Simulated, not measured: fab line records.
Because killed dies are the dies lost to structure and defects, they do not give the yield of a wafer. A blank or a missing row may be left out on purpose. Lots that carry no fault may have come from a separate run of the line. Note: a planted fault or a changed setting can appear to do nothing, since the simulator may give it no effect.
Comparing a struck lot with a sound one | flow nandHarc | 16 steps out of a route of 1302
Sound: wafers L285.1, L285.2, L285.5. Struck: wafers L275.3, L275.5, L275.6. The cause is given at the end.
Order at every step that has rows: each side's tool, ch and its chambers, its first start. Under that, the readings that differ: sound wafers | struck wafers | difference of the means | sigmas: that difference in standard deviations of wafers without a fault.
alike: words and numbers the same on both sides, and readings whose means are apart by under 2 such deviations; not compared: readings that were withheld, readings missing a value for some wafer, numbers with overlapping values and no deviation given by the record, and bounds like >300 which may hide the same value.
The two part at a step that has a row with sigmas, a row that says differs or no value, or rows on one side only. Numbers that don't overlap but have no deviation are shown without sigmas and don't part them. A reading missing from all wafers of one side parts the sides only when that side holds two or more wafers.

NHARC_P_M2_PRE_CLEAN_30: time 30 s.
  sound on pvdSputter-03; struck on pvdSputter-01
  alike: heaterPowerW
NHARC_P_M2_PVD_20: deposits TaN, target thk 5 nm, time 8.06 s.
  sound on pvdSputter-03; struck on pvdSputter-01
  alike: throttleValvePct
then, 3 steps without rows for these wafers: NHARC_P_M2_PVD_21 (deposits Cu, target thk 30 nm, time 20.49 s); NHARC_P_M2_ECD_22 (material Cu, target thk 400 nm); NHARC_P_M2_ANNEAL_31 (time 90 s).
NHARC_P_M2_CMP_23: polishes, t overpolish 20 s, target thk 144.3 nm.
  sound on cmp-04 ch 0,2,3, day 13 07:05; struck on cmp-04 ch 1,2,3, day 9 01:07
  alike: motorCurrentA, timeToEndpointS
NHARC_P_M2_THK_MEAS_24: measures by xrf.
  sound on filmMetro-01, day 13 07:22; struck on filmMetro-01, day 9 01:21
  alike: thkNm
after that, 1 step had no rows for these wafers: NHARC_P_M2_SRD_25.
NHARC_P_M2_INSPECT_27:
  sound on defectInspect-01, day 13 07:32; struck on defectInspect-02, day 9 01:30
  alike: rawDefectCount
then, 1 step without rows for these wafers: NHARC_P_M2_PRE_CLEAN_32 (time 12 s).
NHARC_P_M2_DEP_33: deposits SiCN, target thk 30 nm.
  sound on pecvd-04 ch 0,1,2, day 13 07:40; struck on pecvd-04 ch 1,2, day 9 01:41
  alike: heaterPowerW
NHARC_P_BONDPAD_DEP_00: deposits SiCN, target thk 250 nm.
  sound on pecvd-01 ch 0,1,2, day 13 08:05; struck on pecvd-01 ch 0,1,2, day 9 02:40
  alike: heaterPowerW
NHARC_P_BONDPAD_CMP_32: polishes SiCN, target thk 200 nm.
  sound on cmp-01 ch 0,1,3, day 13 08:31; struck on cmp-03 ch 0,2,3, day 9 03:14
  alike: motorCurrentA
NHARC_P_BONDPAD_THK_MEAS_33: measures by ellipsometry.
  sound on filmMetro-01, day 13 08:44; struck on filmMetro-02, day 9 03:35
reading    | sound             | struck            | difference | sigmas
thkNm (nm) | 199.7 199.1 200.1 | 218.1 211.4 208.4 | +13.0      | +9
after that, 1 step had no rows for these wafers: NHARC_P_BONDPAD_SRD_34.
-- break in the record here, with 18 days between the starts of the struck wafers on either side (left off in module P_BONDPAD, picked up again in module END, where the first step shown is number 1302 on the route) --
NHARC_END_SORT_01:
  sound on prober-01 ch 0, day 31 09:40; struck on prober-01 ch 0, day 27 00:55
  alike: defectLimitedYield, killedAtArray, killedAtOther, killedAtPeriphery, killedDies, killedOpen, killedShort

## WHERE THEY PART
At NHARC_P_BONDPAD_THK_MEAS_33 and nowhere else, as far as this record goes. Later steps at which nothing parts them and some readings are alike: NHARC_END_SORT_01.

WHY: what had been put in by the simulator
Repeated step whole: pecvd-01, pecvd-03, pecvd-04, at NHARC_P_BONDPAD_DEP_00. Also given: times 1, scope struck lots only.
